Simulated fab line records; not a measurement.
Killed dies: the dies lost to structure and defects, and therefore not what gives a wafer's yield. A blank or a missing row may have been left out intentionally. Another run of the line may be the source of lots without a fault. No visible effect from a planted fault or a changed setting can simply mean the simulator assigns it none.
fab line records	flow n5Finfet
record: lots: 7	wafers: 39
route steps=1938 shown WELL_APT@46 FIN_SAQP@96 SD_EPI_N@288 SDB@373 MOL_CONTACT_COAG@586 BEOL_M0@738 BEOL_M2@901 BEOL_M5@1112 BEOL_M6@1254 BEOL_M11@1554 BEOL_M13@1713 MIM_TOP@1835 TV_LITHO@1886 PASSIVATION@1936
startH: the number of hours between the record's first day and the start of the first shown wafer of the lot	waitH: hours from the lot's prior step to this one	" as in the row above	L1.1+2: a single row standing in for several wafers	- either no value or no given start	* or withheld: withheld	< > ~ a bound
route shown NAME@n: names a module that has steps shown in the file, with the first one's number in the route	usual: mean/standard deviation taken from wafers without a fault	same: alike in all rows	chamber/n: place in a boat	sites: each site's reading	_std_site: standard deviation across them	_edge_site: mean of outer sites minus mean of inner sites	radiusMm: for every site, how far away it sits from the centre of the wafer	mask NAME#n: copy n	behind: tool/chamber where the wafer was last shaped	hold: cause of the lot's hold/its duration in hours/its outcome	device: which transistor (n, p or np) failed to switch	end of line: tests run on the same wafers once the route is complete	a step with no rows: only its recipe	killed: dies lost to structure and defects at the first sort, not the wafer's yield	map: shows each die of a wafer: x if killed, . if not, _ if none is there
set.NAME: the setting the step ran with; set.NAME@STEP: the setting that earlier step ran with	model.NAME: the simulator's own value behind a step, which no gauge read
lots where settings were altered on purpose, with a table for each step and a row for each wafer
== steps ==
step: N5_WELL_APT_DESCUM_30
recipe: chemistry: O2	timeS: 7.9	sourcePowerW: 50	biasPowerW: 20	pressureMtorr: 20	rfFrequencyHz: 2.712e+07	tempC: 40	o2FlowSccm: 225
step: N5_FIN_SAQP_HM_DEP_03
recipe: material: SiNx	targetThkA: 380	tempC: 400	precursor: SiH4/NH3/N2	pressureTorr: 1.5	rfW: 300	timeS: 33.6
step: N5_SD_EPI_N_EPI_21
recipe: material: Si:P	dopant: P	tempC: 680	pressureTorr: 255	timeS: 690
step: N5_SDB_ALD_29
recipe: material: SiNx	targetThkA: 300	tempC: 400	aldPrecursorFamily: SiH2I2	aldCoReactant: N2/H2-plasma	pulseTimeS: 1	aldCycles: 600	purgeTimeS: 2	coReactantPurgeTimeS: 2	pressureTorr: 2
step: N5_MOL_CONTACT_COAG_VIA_ETCH_46
recipe: chemistry: C4F6/O2	targetDepthA: 460	overetchA: 92	maskMaterial: SOC	target: SiO2	biasW: 455	pressureMtorr: 10	timeS: 40	sourceW: 325	Ar_flow_sccm: 300	C4F6_flow_sccm: 10	O2_flow_sccm: 10	ionEnergyEv: 575.3	ends: endPoint
step: N5_BEOL_M0_SPUTTER_134
recipe: material: Cu	targetThkA: 40	tempC: -20	chamberPressurePa: 0.07	powerW: withheld	timeS: 7.37
step: N5_BEOL_M2_ALD_84
recipe: material: TaN	targetThkA: *	tempC: 275	aldPrecursorFamily: PDMAT	aldCoReactant: NH3	pressureTorr: 3	carrierFlowSccm: 1500	pulseTimeS: 2	purgeTimeS: 3	coReactantPurgeTimeS: 2	coReactantPulseTimeS: 3	aldCycles: 30	precursorVesselTempC: 75	precursorVesselPressureTorr: 26.25	precursorVesselCarrierSccm: 1000
step: N5_BEOL_M5_ILD_DEP_00
recipe: material: SiCOH_lowk	targetThkA: 1406.4	tempC: 300	precursor: DEMS/porogen	pressureTorr: 5	rfW: 500	timeS: 25.9
step: N5_BEOL_M6_SPUTTER_48
recipe: material: Cu	targetThkA: 100	tempC: -20	biasV: 60	powerW: 26000	chamberPressurePa: 0.13	timeS: 1.667
step: N5_BEOL_M11_ETCH_62
recipe: chemistry: N2/H2	target: SOC	targetDepthA: 1100	overetchA: 220	maskMaterial: SiARC	tempC: 40	timeS: 165	ionEnergyEv: 200	pressureMtorr: 30	sourceW: 840	biasW: 150	n2FlowSccm: 200	h2FlowSccm: 200
step: N5_BEOL_M13_DEP_53
recipe: material: SiCN	targetThkA: 500	tempC: withheld	precursor: 3MS/NH3	pressureTorr: 3	rfW: 675	timeS: 17.8
step: N5_MIM_TOP_ALD_01
recipe: material: HfO2	targetThkA: 56	tempC: withheld	aldPrecursorFamily: Hf-amide	aldCoReactant: O3	pulseTimeS: 1	purgeTimeS: 3	coReactantPurgeTimeS: 2	coReactantPulseTimeS: 3	aldCycles: 62
step: N5_PASSIVATION_DESCUM_12
step: N5_PASSIVATION_PROBE_49
usual: killedAtContacts: 14/6.1
lot.wafer	tool	chamber	startH	waitH	set.timeS@WELL_APT_DESCUM_30	set.targetThkA@FIN_SAQP_HM_DEP_03	set.epiGrowthTimeS@SD_EPI_N_EPI_21	set.aldCycles@SDB_ALD_29	set.targetDepthA@MOL_CONTACT_COAG_VIA_ETCH_46	set.timeS@BEOL_M0_SPUTTER_134	set.aldCycles@BEOL_M2_ALD_84	set.targetThkA@BEOL_M5_ILD_DEP_00	set.targetThkA@BEOL_M6_SPUTTER_48	set.timeS@BEOL_M11_ETCH_62	set.timeS@BEOL_M13_DEP_53	set.aldCycles@MIM_TOP_ALD_01	set.timeS@PASSIVATION_DESCUM_12	killedAtContacts
L074.1	prober-02	-	271.62	0.0	7.9	380	690	600	460	7.37	30	1406.4	100	165	17.8	30	9.75	18
L074.2	prober-02	-	271.67	0.1	7.9	380	805.8	600	374.4	3.93	30	766.3	100	165	17.8	30	7.9	23
L074.3	prober-02	-	271.72	0.1	7.9	380	805.8	460	460	7.37	30	766.3	100	165	17.8	62	9.75	17
L074.4	prober-02	-	271.77	0.2	7.9	380	690	460	374.4	7.37	30	1406.4	100	165	17.8	30	7.9	22
L074.5	prober-02	-	271.82	0.2	7.9	380	805.8	600	374.4	3.93	30	1406.4	100	165	17.8	62	9.75	12
L074.6	prober-02	-	271.87	0.3	7.9	380	690	460	460	3.93	30	766.3	100	165	17.8	62	7.9	10
L078.1	prober-01	-	305.40	0.0	10.17	380	904.1	600	460	9.497	30	1406.4	100	165	17.8	46	6.072	11
L078.2	prober-01	-	305.45	0.1	7.9	587.5	904.1	278	241.8	9.497	35	1720	58.34	165	24.08	62	6.072	1051
L078.3	prober-01	-	305.50	0.1	10.17	380	690	278	241.8	9.497	35	1406.4	100	134.5	24.08	62	6.072	1082
L078.4	prober-01	-	305.55	0.2	7.9	587.5	904.1	278	460	7.37	30	1720	58.34	134.5	17.8	62	7.9	8
L078.5	prober-01	-	305.60	0.2	10.17	587.5	690	600	460	7.37	35	1406.4	58.34	165	17.8	46	7.9	12
L078.6	prober-01	-	305.65	0.3	7.9	380	690	600	241.8	7.37	30	1720	100	134.5	24.08	46	7.9	1093
L077.1	prober-02	-	306.65	0.0	10.14	251.1	690	808	239.1	10.53	30	1698	100	165	7.554	62	9.735	1093
L077.2	prober-02	-	306.70	0.1	7.9	380	286.2	600	239.1	10.53	30	1406.4	100	165	7.554	86	9.735	1123
L077.3	prober-02	-	306.75	0.1	7.9	251.1	286.2	808	460	7.37	30	1698	100	165	7.554	62	7.9	17
L077.4	prober-02	-	306.80	0.2	7.9	380	690	600	460	7.37	30	1698	100	165	17.8	86	7.9	23
L077.5	prober-02	-	306.85	0.2	10.14	380	690	808	239.1	7.37	30	1406.4	100	165	17.8	86	7.9	1078
L077.6	prober-02	-	306.90	0.3	10.14	251.1	286.2	600	460	10.53	30	1406.4	100	165	17.8	62	9.735	17
L081.1	prober-01	-	322.83	0.0	7.9	302.1	690	600	460	7.37	24	1406.4	100	165	13.9	92	11.05	10
L081.2	prober-01	-	322.88	0.1	7.9	380	690	600	460	7.37	30	1783	130.4	165	17.8	62	11.05	9
L081.3	prober-01	-	322.93	0.1	7.9	380	690	600	460	4.902	30	1406.4	100	165	17.8	92	7.9	13
L081.4	prober-01	-	322.98	0.2	7.9	302.1	690	600	658.6	7.37	30	1783	100	165	13.9	62	7.9	12
L081.5	prober-01	-	323.03	0.2	7.9	302.1	690	600	658.6	4.902	24	1783	130.4	165	13.9	92	11.05	6
L081.6	prober-01	-	323.08	0.3	7.9	380	690	600	658.6	4.902	24	1406.4	130.4	165	17.8	62	7.9	12
L085.1	prober-01	-	346.53	0.0	7.9	380	690	866	460	3.254	30	1406.4	63.37	165	17.8	62	7.9	26
L085.2	prober-01	-	346.58	0.1	7.9	153.9	571.8	866	295.8	3.254	44	2127	100	165	9.388	62	7.9	955
L085.3	prober-01	-	346.63	0.1	7.9	380	690	600	295.8	3.254	44	1406.4	100	165	17.8	62	6.301	1086
L085.4	prober-01	-	346.68	0.2	5.374	380	571.8	600	460	7.37	30	1406.4	100	165	9.388	62	7.9	16
L085.5	prober-01	-	346.73	0.2	5.374	153.9	690	866	460	7.37	44	2127	63.37	165	9.388	62	6.301	13
L085.6	prober-01	-	346.78	0.3	5.374	153.9	571.8	600	295.8	7.37	30	2127	63.37	165	17.8	62	6.301	1057
L093.1	prober-01	-	395.50	0.0	7.9	380	690	271	460	7.37	37	1406.4	149.5	165	11.17	62	7.9	14
L093.2	prober-01	-	395.55	0.1	7.9	285.9	690	600	339.9	10.25	30	1406.4	100	78.43	11.17	62	7.9	983
L093.3	prober-01	-	395.60	0.1	7.9	380	823.5	600	460	7.37	37	1406.4	100	78.43	11.17	62	7.9	12
L093.4	prober-01	-	395.65	0.2	7.9	285.9	823.5	271	339.9	7.37	30	1406.4	149.5	165	17.8	62	7.9	730
L093.5	prober-01	-	395.70	0.2	7.9	380	690	271	339.9	10.25	37	1406.4	100	165	17.8	62	7.9	889
L093.6	prober-01	-	395.75	0.3	7.9	285.9	823.5	600	460	10.25	30	1406.4	149.5	78.43	17.8	62	7.9	5
L094.2	prober-01	-	408.23	0.1	7.9	380	690	600	460	7.37	30	1406.4	100	165	17.8	62	7.9	12
L094.4	prober-01	-	408.33	0.2	7.9	380	690	600	460	7.37	30	1406.4	100	165	17.8	62	7.9	11
L094.5	prober-01	-	408.38	0.2	7.9	380	690	600	460	7.37	30	1406.4	100	165	17.8	62	7.9	7
killed by level:class
L074.1 MOL_CONTACT_COAG:geometricParticle:open=16 BEOL_M3:geometricParticle:open=12 STI_FIN_REVEAL:geometricParticle:open=9 MIM_TOP:geometricParticle:open=9 BEOL_M0:geometricParticle:open=8 BEOL_M0_SAQP:geometricParticle:short=7 HKMG_FIN:areaEtch=6 FIN_SAQP:geometricParticle:open=5
L074.2 BEOL_M5:areaDep=1053 MOL_CONTACT_COAG:geometricParticle:open=20 BEOL_M0_SAQP:geometricParticle:short=11 STI_FIN_REVEAL:geometricParticle:open=9 FIN_SAQP:geometricParticle:open=7 BEOL_M0_SAQP:geometricParticle:open=7 BEOL_M0:geometricParticle:open=7 HKMG_FIN:areaEtch=7
L074.3 BEOL_M5:areaDep=1082 MOL_CONTACT_COAG:geometricParticle:open=13 STI_FIN_REVEAL:geometricParticle:open=9 BEOL_M0_SAQP:geometricParticle:short=8 BEOL_M1:geometricParticle:open=6 BEOL_M0_SAQP:geometricParticle:open=5 BEOL_M0:geometricParticle:open=5 ILD0:geometricParticle:short=4
L074.4 MOL_CONTACT_COAG:geometricParticle:open=17 BEOL_M4:geometricParticle:open=14 BEOL_M0_SAQP:geometricParticle:short=13 STI_FIN_REVEAL:geometricParticle:open=9 BEOL_M0_SAQP:geometricParticle:open=9 FIN_SAQP:geometricParticle:open=8 BEOL_M4:geometricParticle:short=6 BEOL_M3:geometricParticle:open=6
L074.5 BEOL_M0_SAQP:geometricParticle:open=16 BEOL_M0_SAQP:geometricParticle:short=16 STI_FIN_REVEAL:geometricParticle:open=15 MOL_CONTACT_COAG:geometricParticle:open=10 FIN_SAQP:geometricParticle:open=7 BEOL_M3:geometricParticle:open=7 BEOL_M0:interfaceVoidOpened=7 BEOL_M4:geometricParticle:open=5
L074.6 BEOL_M5:areaDep=1076 HKMG_FIN:areaEtch=17 STI_FIN_REVEAL:geometricParticle:open=10 BEOL_M3:geometricParticle:open=8 MOL_CONTACT_COAG:geometricParticle:open=8 BEOL_M0_SAQP:geometricParticle:open=7 FIN_SAQP:geometricParticle:open=5 BEOL_M0_SAQP:geometricParticle:short=5
L078.1 BEOL_M3:geometricParticle:open=21 BEOL_M0_SAQP:geometricParticle:open=12 BEOL_M4:geometricParticle:open=11 DUMMY_GATE:geometricParticle:open=8 MOL_CONTACT_COAG:geometricParticle:open=8 BEOL_M1:geometricParticle:open=7 BEOL_M3:geometricParticle:short=6 STARTING-WAFER:geometricParticle:open=5
L078.2 MOL_CONTACT_COAG:areaEtch=1028 BEOL_M6:interfaceVoidOpened=58 MOL_CONTACT_COAG:geometricParticle:open=15 MOL_CONTACT_COAG:geometricParticle:short=8 BEOL_M4:geometricParticle:open=7 STI_FIN_REVEAL:geometricParticle:open=6 DUMMY_GATE:geometricParticle:open=6 STARTING-WAFER:geometricParticle:open=6
L078.3 MOL_CONTACT_COAG:areaEtch=1076 GATE_CUT:geometricParticle:short=11 BEOL_M0_SAQP:geometricParticle:open=8 FIN_SAQP:geometricParticle:short=7 STI_FIN_REVEAL:geometricParticle:open=7 BEOL_M0_SAQP:geometricParticle:short=7 BEOL_M4:geometricParticle:open=7 FIN_SAQP:geometricParticle:open=5
L078.4 BEOL_M6:interfaceVoidOpened=59 FIN_SAQP:geometricParticle:short=11 BEOL_M4:geometricParticle:open=10 STI_FIN_REVEAL:geometricParticle:open=6 BEOL_M1:geometricParticle:open=6 MOL_CONTACT_COAG:geometricParticle:open=5 DUMMY_GATE:geometricParticle:open=4 GATE_CUT:geometricParticle:short=4
L078.5 BEOL_M6:interfaceVoidOpened=55 STI_FIN_REVEAL:geometricParticle:open=14 BEOL_M4:geometricParticle:open=14 BEOL_M0_SAQP:geometricParticle:short=8 BEOL_M0_SAQP:geometricParticle:open=7 MOL_CONTACT_COAG:geometricParticle:short=6 MOL_CONTACT_COAG:geometricParticle:open=6 FIN_SAQP:geometricParticle:short=4
L078.6 MOL_CONTACT_COAG:areaEtch=1084 STI_FIN_REVEAL:geometricParticle:open=14 MOL_CONTACT_COAG:geometricParticle:open=9 ILD0:geometricParticle:short=6 FIN_SAQP:geometricParticle:open=5 BEOL_M3:geometricParticle:open=5 DUMMY_GATE:geometricParticle:open=4 ILD0:geometricParticle:open=4
L077.1 MOL_CONTACT_COAG:areaEtch=1076 BEOL_M4:geometricParticle:open=16 MOL_CONTACT_COAG:geometricParticle:open=14 STI_FIN_REVEAL:geometricParticle:open=9 FIN_SAQP:geometricParticle:open=8 BEOL_M0_SAQP:geometricParticle:short=7 BEOL_M1:geometricParticle:open=6 BEOL_M0_SAQP:geometricParticle:open=5
L077.2 MOL_CONTACT_COAG:areaEtch=1110 MOL_CONTACT_COAG:geometricParticle:open=11 STI_FIN_REVEAL:geometricParticle:open=9 BEOL_M3:geometricParticle:open=8 FIN_SAQP:geometricParticle:short=6 STARTING-WAFER:geometricParticle:open=5 BEOL_M0_SAQP:geometricParticle:open=5 DUMMY_GATE:geometricParticle:open=4
L077.3 STI_FIN_REVEAL:geometricParticle:open=13 MOL_CONTACT_COAG:geometricParticle:open=12 STARTING-WAFER:geometricParticle:short=7 FIN_SAQP:geometricParticle:open=6 BEOL_M3:geometricParticle:open=5 MOL_CONTACT_COAG:geometricParticle:short=5 BEOL_M2:geometricParticle:open=5 FIN_SAQP:geometricParticle:short=4
L077.4 M8:areaAld=30 MOL_CONTACT_COAG:geometricParticle:open=21 STI_FIN_REVEAL:geometricParticle:open=11 BEOL_M3:geometricParticle:open=6 FIN_SAQP:geometricParticle:open=5 BEOL_M0_SAQP:geometricParticle:open=5 BEOL_M4:geometricParticle:open=5 FIN_SAQP:geometricParticle:short=3
L077.5 MOL_CONTACT_COAG:areaEtch=1064 STI_FIN_REVEAL:geometricParticle:open=22 BEOL_M1:geometricParticle:open=12 MOL_CONTACT_COAG:geometricParticle:open=11 FIN_SAQP:geometricParticle:short=8 BEOL_M3:geometricParticle:open=8 FIN_SAQP:geometricParticle:open=5 STARTING-WAFER:geometricParticle:short=5
L077.6 STI_FIN_REVEAL:geometricParticle:open=14 FIN_SAQP:geometricParticle:open=12 MOL_CONTACT_COAG:geometricParticle:open=12 FIN_SAQP:geometricParticle:short=8 STARTING-WAFER:geometricParticle:short=6 STI_FIN_REVEAL:geometricParticle:short=5 MOL_CONTACT_COAG:geometricParticle:short=5 BEOL_M0_SAQP:geometricParticle:short=4
L081.1 M2:areaAld=22 FIN_SAQP:geometricParticle:short=9 MOL_CONTACT_COAG:geometricParticle:open=9 BEOL_M4:geometricParticle:open=9 BEOL_M3:geometricParticle:open=8 BEOL_M1:geometricParticle:open=6 FIN_SAQP:geometricParticle:open=5 STI_FIN_REVEAL:geometricParticle:open=5
L081.2 STI_FIN_REVEAL:geometricParticle:open=9 BEOL_M2:geometricParticle:open=8 MOL_CONTACT_COAG:geometricParticle:open=6 BEOL_M0_SAQP:geometricParticle:open=6 BEOL_M4:geometricParticle:open=6 M8:areaAld=6 MIM_TOP:geometricParticle:open=5 MOL_CONTACT_COAG:geometricParticle:short=3
L081.3 FIN_SAQP:geometricParticle:open=12 MOL_CONTACT_COAG:geometricParticle:open=11 HKMG_FIN:areaEtch=10 BEOL_M2:geometricParticle:open=9 FIN_SAQP:geometricParticle:short=8 BEOL_M0_SAQP:geometricParticle:short=6 BEOL_M0:geometricParticle:open=6 BEOL_M3:geometricParticle:open=6
L081.4 MOL_CONTACT_COAG:geometricParticle:open=10 BEOL_M3:geometricParticle:open=8 FIN_SAQP:geometricParticle:open=6 BEOL_M4:geometricParticle:open=6 STARTING-WAFER:geometricParticle:short=5 STI_FIN_REVEAL:geometricParticle:open=4 GATE_CUT:geometricParticle:short=4 BEOL_M0_SAQP:geometricParticle:short=4
L081.5 M2:areaAld=23 STI_FIN_REVEAL:geometricParticle:open=13 BEOL_M4:geometricParticle:open=9 BEOL_M1:geometricParticle:open=7 FIN_SAQP:geometricParticle:short=5 ILD0:geometricParticle:open=5 MOL_CONTACT_COAG:geometricParticle:open=5 FIN_SAQP:geometricParticle:open=4
L081.6 BEOL_M4:geometricParticle:open=22 M2:areaAld=15 MOL_CONTACT_COAG:geometricParticle:open=10 FIN_SAQP:geometricParticle:short=8 BEOL_M1:geometricParticle:open=7 STI_FIN_REVEAL:geometricParticle:open=7 BEOL_M0_SAQP:geometricParticle:open=7 FIN_SAQP:geometricParticle:open=6
L085.1 BEOL_M6:interfaceVoidOpened=43 MOL_CONTACT_COAG:geometricParticle:open=22 BEOL_M0:interfaceVoidOpened=8 BEOL_M1:geometricParticle:open=6 BEOL_M2:geometricParticle:open=6 STI_FIN_REVEAL:geometricParticle:short=5 DUMMY_GATE:geometricParticle:open=5 BEOL_M0_SAQP:geometricParticle:short=5
L085.2 MOL_CONTACT_COAG:areaEtch=941 BEOL_M5:areaEtch=136 STI_FIN_REVEAL:geometricParticle:open=12 MOL_CONTACT_COAG:geometricParticle:open=9 DUMMY_GATE:geometricParticle:open=7 BEOL_M0:geometricParticle:open=7 BEOL_M0_SAQP:geometricParticle:short=7 BEOL_M0:interfaceVoidOpened=6
L085.3 MOL_CONTACT_COAG:areaEtch=1070 MOL_CONTACT_COAG:geometricParticle:open=15 BEOL_M0_SAQP:geometricParticle:short=12 BEOL_M3:geometricParticle:open=12 BEOL_M0_SAQP:geometricParticle:open=11 DUMMY_GATE:geometricParticle:open=7 BEOL_M2:geometricParticle:open=6 FIN_SAQP:geometricParticle:short=5
L085.4 BEOL_M2:geometricParticle:open=11 MOL_CONTACT_COAG:geometricParticle:open=10 STI_FIN_REVEAL:geometricParticle:open=7 DUMMY_GATE:geometricParticle:open=7 MOL_CONTACT_COAG:geometricParticle:short=6 BEOL_M0_SAQP:geometricParticle:open=6 BEOL_M3:geometricParticle:open=6 BEOL_M4:geometricParticle:short=5
L085.5 BEOL_M5:areaEtch=1024 BEOL_M6:interfaceVoidOpened=41 BEOL_M0_SAQP:geometricParticle:short=20 FIN_SAQP:geometricParticle:short=13 BEOL_M0_SAQP:geometricParticle:open=13 MOL_CONTACT_COAG:geometricParticle:open=12 FIN_SAQP:geometricParticle:open=8 BEOL_M5:geometricParticle:open=6
L085.6 MOL_CONTACT_COAG:areaEtch=1032 BEOL_M6:interfaceVoidOpened=31 MOL_CONTACT_COAG:geometricParticle:open=18 BEOL_M0_SAQP:geometricParticle:open=14 BEOL_M0_SAQP:geometricParticle:short=9 BEOL_M2:geometricParticle:short=8 BEOL_M3:geometricParticle:open=8 MOL_CONTACT_COAG:geometricParticle:short=7
L093.1 MOL_CONTACT_COAG:geometricParticle:open=12 BEOL_M3:geometricParticle:open=12 BEOL_M1:geometricParticle:open=9 BEOL_M4:geometricParticle:open=9 STI_FIN_REVEAL:geometricParticle:open=8 BEOL_M0_SAQP:geometricParticle:short=7 GATE_CUT:geometricParticle:short=6 BEOL_M2:geometricParticle:open=6
L093.2 MOL_CONTACT_COAG:areaEtch=963 BEOL_M11:areaEtch=106 MOL_CONTACT_COAG:geometricParticle:open=16 STI_FIN_REVEAL:geometricParticle:open=11 BEOL_M3:geometricParticle:open=8 BEOL_M4:geometricParticle:open=6 DUMMY_GATE:geometricParticle:open=6 BEOL_M1:geometricParticle:open=6
L093.3 BEOL_M11:areaEtch=1086 STI_FIN_REVEAL:geometricParticle:open=14 MOL_CONTACT_COAG:geometricParticle:open=10 BEOL_M3:geometricParticle:open=6 BEOL_M4:geometricParticle:open=6 BEOL_M0_SAQP:geometricParticle:open=5 BEOL_M0_SAQP:geometricParticle:short=5 BEOL_M1:geometricParticle:open=5
L093.4 MOL_CONTACT_COAG:areaEtch=720 FIN_SAQP:geometricParticle:short=13 BEOL_M3:geometricParticle:open=12 BEOL_M0_SAQP:geometricParticle:open=9 BEOL_M2:geometricParticle:open=9 BEOL_M0_SAQP:geometricParticle:short=7 MOL_CONTACT_COAG:geometricParticle:open=6 STI_FIN_REVEAL:geometricParticle:open=4
L093.5 MOL_CONTACT_COAG:areaEtch=879 BEOL_M1:geometricParticle:open=10 BEOL_M3:geometricParticle:open=9 MOL_CONTACT_COAG:geometricParticle:open=6 BEOL_M0_SAQP:geometricParticle:short=5 MOL_CONTACT_COAG:geometricParticle:short=4 BEOL_M4:geometricParticle:open=4 FIN_SAQP:geometricParticle:open=3
L093.6 BEOL_M11:areaEtch=1080 FIN_SAQP:geometricParticle:short=9 BEOL_M0_SAQP:geometricParticle:open=9 FIN_CUT:areaEtch=9 BEOL_M2:geometricParticle:open=8 BEOL_M4:geometricParticle:open=8 BEOL_M0_SAQP:geometricParticle:short=7 BEOL_M3:geometricParticle:short=6
L094.2 BEOL_M1:geometricParticle:open=12 MOL_CONTACT_COAG:geometricParticle:open=10 FIN_SAQP:geometricParticle:open=5 GATE_CUT:geometricParticle:short=5 BEOL_M2:geometricParticle:open=5 FIN_SAQP:geometricParticle:short=3 DUMMY_GATE:geometricParticle:open=3 ILD0:geometricParticle:open=3
L094.4 BEOL_M0_SAQP:geometricParticle:open=7 STI_FIN_REVEAL:geometricParticle:open=6 MOL_CONTACT_COAG:geometricParticle:open=6 MOL_CONTACT_COAG:geometricParticle:short=5 BEOL_M0_SAQP:geometricParticle:short=5 BEOL_M2:geometricParticle:open=5 HKMG_FIN:areaEtch=5 GATE_CUT:geometricParticle:short=4
L094.5 HKMG_FIN:areaEtch=13 FIN_SAQP:geometricParticle:open=7 STI_FIN_REVEAL:geometricParticle:open=6 BEOL_M3:geometricParticle:open=6 MOL_CONTACT_COAG:geometricParticle:open=4 DUMMY_GATE:geometricParticle:open=3 GATE_CUT:geometricParticle:short=3 MOL_CONTACT_COAG:geometricParticle:short=3
== key ==
split: step: N5_WELL_APT_DESCUM_30	setting: timeS	statedAs: 7.9
response none clear
split: step: N5_FIN_SAQP_HM_DEP_03	setting: targetThkA	statedAs: 380
response none clear
split: step: N5_SD_EPI_N_EPI_21	setting: epiGrowthTimeS	statedAs: 690
response none clear
split: step: N5_SDB_ALD_29	setting: aldCycles	statedAs: 600
response none clear
split: step: N5_MOL_CONTACT_COAG_VIA_ETCH_46	setting: targetDepthA	statedAs: 460
response: step: N5_PASSIVATION_PROBE_49	reading: killedAtContacts	slope: -18.2	per: 1%	togetherWith: all	explained: 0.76
split: step: N5_BEOL_M0_SPUTTER_134	setting: timeS	statedAs: 7.37
response none clear
split: step: N5_BEOL_M2_ALD_84	setting: aldCycles	statedAs: 30
response none clear
split: step: N5_BEOL_M5_ILD_DEP_00	setting: targetThkA	statedAs: 1406.4
response none clear
split: step: N5_BEOL_M6_SPUTTER_48	setting: targetThkA	statedAs: 100
response none clear
split: step: N5_BEOL_M11_ETCH_62	setting: timeS	statedAs: 165
response none clear
split: step: N5_BEOL_M13_DEP_53	setting: timeS	statedAs: 17.8
response none clear
split: step: N5_MIM_TOP_ALD_01	setting: aldCycles	statedAs: 62
response none clear
split: step: N5_PASSIVATION_DESCUM_12	setting: timeS	statedAs: 7.9
response none clear
